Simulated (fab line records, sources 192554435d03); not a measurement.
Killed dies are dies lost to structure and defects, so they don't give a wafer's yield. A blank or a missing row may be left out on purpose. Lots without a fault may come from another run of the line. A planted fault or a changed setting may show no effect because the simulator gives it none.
A struck lot beside a sound one | flow n5_finfet | 26 steps out of a route of 1938
Sound: wafers L387.1, L387.2, L387.5. Struck: wafers L384.1, L384.2, L384.3. The cause comes at the end.
At each step with rows: each side's tool, then ch and its chambers, then its first start. Under that, the readings that differ: sound wafers | struck wafers | difference of the means | sigmas: that difference in standard deviations of wafers without a fault.
alike: readings whose means differ by less than 2 such deviations, and words and numbers that are the same on both sides. not compared: withheld readings, readings that some wafer has no value for, bounds like >300 that may hide the same value, and numbers for which the record gives no deviation and whose values overlap.
The two part at a step that has a row with sigmas, a row that says differs or no value, or rows on one side only. Numbers that don't overlap but have no deviation are shown without sigmas and don't part them. A reading that every wafer of one side lacks parts them only if that side has two wafers or more.

first, 9 steps without rows for these wafers: N5_BEOL_M0_SAQP_EXPOSE_11 (exposes mask M0 CORE, target cd 42 nm); N5_BEOL_M0_SAQP_PEB_12 (peb time 60 s); N5_BEOL_M0_SAQP_DEVELOP_13 (develop time 30 s); N5_BEOL_M0_SAQP_DESCUM_19 (chemistry O2, time 7.9 s); N5_BEOL_M0_SAQP_ETCH_83 (etches SiARC in CF4, target depth 39 nm, time 65 s); N5_BEOL_M0_SAQP_ETCH_84 (etches SOC in N2/H2, target depth 100 nm, overetch 20 nm, time 150 s); N5_BEOL_M0_SAQP_STRIP_80 (strips in N2/H2); N5_BEOL_M0_SAQP_HM_OPEN_112 (chemistry CHF3/O2, target SiO2, stops on a-Si, target depth 12 nm, time 13.5 s); N5_BEOL_M0_SAQP_STRIP_113 (strips in CHF3/O2).
N5_BEOL_M0_SAQP_MANDREL_ETCH_20: etches a-Si in HBr/Cl2, stops on SiNx, target depth 60 nm, bt time 10 s, time 30 s.
  sound on rie_si-06 ch 1,2, day 11 06:08; struck on rie_si-04 ch 1,2,3, day 10 11:28
  reading                                         | sound        | struck         | difference | sigmas
  model.SOC_of_BEOL_M0_SAQP_COAT_81.thk_nm (nm)   | 75 75.6 75   | 66.8 67.2 66.6 | -8.3       |
  model.SiNx_of_BEOL_M0_SAQP_PECVD_97.thk_nm (nm) | 18 17.8 18.2 | 12.6 12.6 12.6 | -5.4       |
  alike: HBr_flow_sccm, drypump_motor_current_A, mfc_cl2_sccm, oes_product_au, throttle_valve_pct
  not compared: rf_hours_counter_h
then, 12 steps without rows for these wafers: N5_BEOL_M0_SAQP_STRIP_86 (strips in N2/H2); N5_BEOL_M0_SAQP_STRIP_115 (strips in post etch residue remover, time 60 s); N5_BEOL_M0_SAQP_SRD_93 (time 30 s); N5_BEOL_M0_SAQP_RECESS_114 (chemistry HF/NH3, target SiO2, target depth 14.4 nm, afs cycles 3, sublimation time 60 s); N5_BEOL_M0_SAQP_SPACER1_ALD_98 (deposits SiO2, target thk 12.8 nm, pulse time 1 s, purge time 2 s); N5_BEOL_M0_SAQP_SPACER1_ETCHBACK_99 (etches SiO2 in CHF3/O2, target depth 15.4 nm, time 7.7 s); N5_BEOL_M0_SAQP_MANDREL1_REMOVE_100 (chemistry HBr/Cl2/O2, target a-Si, stops on SiNx, bt time 10 s); N5_BEOL_M0_SAQP_ETCH_101 (etches SiNx in CH3F/O2, target depth 29.9 nm, time 42.7 s); N5_BEOL_M0_SAQP_ETCH_102 (etches SiO2 in CF4, target depth 4 nm, time 4.4 s); N5_BEOL_M0_SAQP_MANDREL_ETCH_103 (etches a-Si in HBr/Cl2, stops on SiCN, target depth 45 nm, bt time 10 s, time 27 s); N5_BEOL_M0_SAQP_RECESS_104 (chemistry HF/NH3, target SiO2, target depth 18 nm, afs cycles 3, sublimation time 60 s); N5_BEOL_M0_SAQP_COAT_105 (time 60 s, resist thk 100 nm).
N5_BEOL_M0_SAQP_ETCH_106: etches SOC in N2/H2, stops on SiNx, target depth 150 nm.
  sound on rie_diel-06 ch 0,1, day 11 08:09; struck on rie_diel-05 ch 0,1,3, day 10 13:44
  reading                                         | sound        | struck      | difference | sigmas
  model.SiNx_of_BEOL_M0_SAQP_PECVD_97.thk_nm (nm) | 15 14.8 15.2 | 9.6 9.6 9.6 | -5.4       |
  alike: drypump_motor_current_A, oes_product_au, rf_vpp_V, showerhead_plenum_p_Torr, throttle_valve_pct
  not compared: rf_hours_counter_h
then, 1 step without rows for these wafers: N5_BEOL_M0_SAQP_ETCH_107 (etches SiNx in CH3F/O2, target depth 30 nm).
-- the record jumps here: 2 days lie between the struck wafers' starts before and after (it left off in module BEOL_M0_SAQP and takes up again in module BEOL_M4, whose first step shown is number 1111 of the route) --
N5_BEOL_M4_RC_MEAS_101:
  sound on prober-02 ch 0, day 13 11:58; struck on prober-02 ch 0, day 12 18:53
  alike: DIBL_N, DIBL_P, IOFF_N, IOFF_P, ION_N, ION_P, SS_N, SS_P, VT_N, VT_P
-- the record jumps here: 4 days lie between the struck wafers' starts before and after (it left off in module BEOL_M4 and takes up again in module PASSIVATION, whose first step shown is number 1936 of the route) --
N5_PASSIVATION_PROBE_49:
  sound on prober-01, day 18 02:38; struck on prober-01, day 16 22:32
  reading         | sound  | struck | difference | sigmas
  killed_at_other | 11 6 3 | 0 0 0  | -7         | -2
  alike: defect_limited_yield, killed_at_M0_to_M3, killed_at_M4_up, killed_at_contacts, killed_at_front_end, killed_dies, killed_open, killed_short, sort_bin_5_function, sort_bin_6_memory, sort_bin_8_speed, sort_n_pass, sort_yield_pct

WHERE THEY PART
Only at N5_PASSIVATION_PROBE_49, within this record.

WHY: what the simulator had put in
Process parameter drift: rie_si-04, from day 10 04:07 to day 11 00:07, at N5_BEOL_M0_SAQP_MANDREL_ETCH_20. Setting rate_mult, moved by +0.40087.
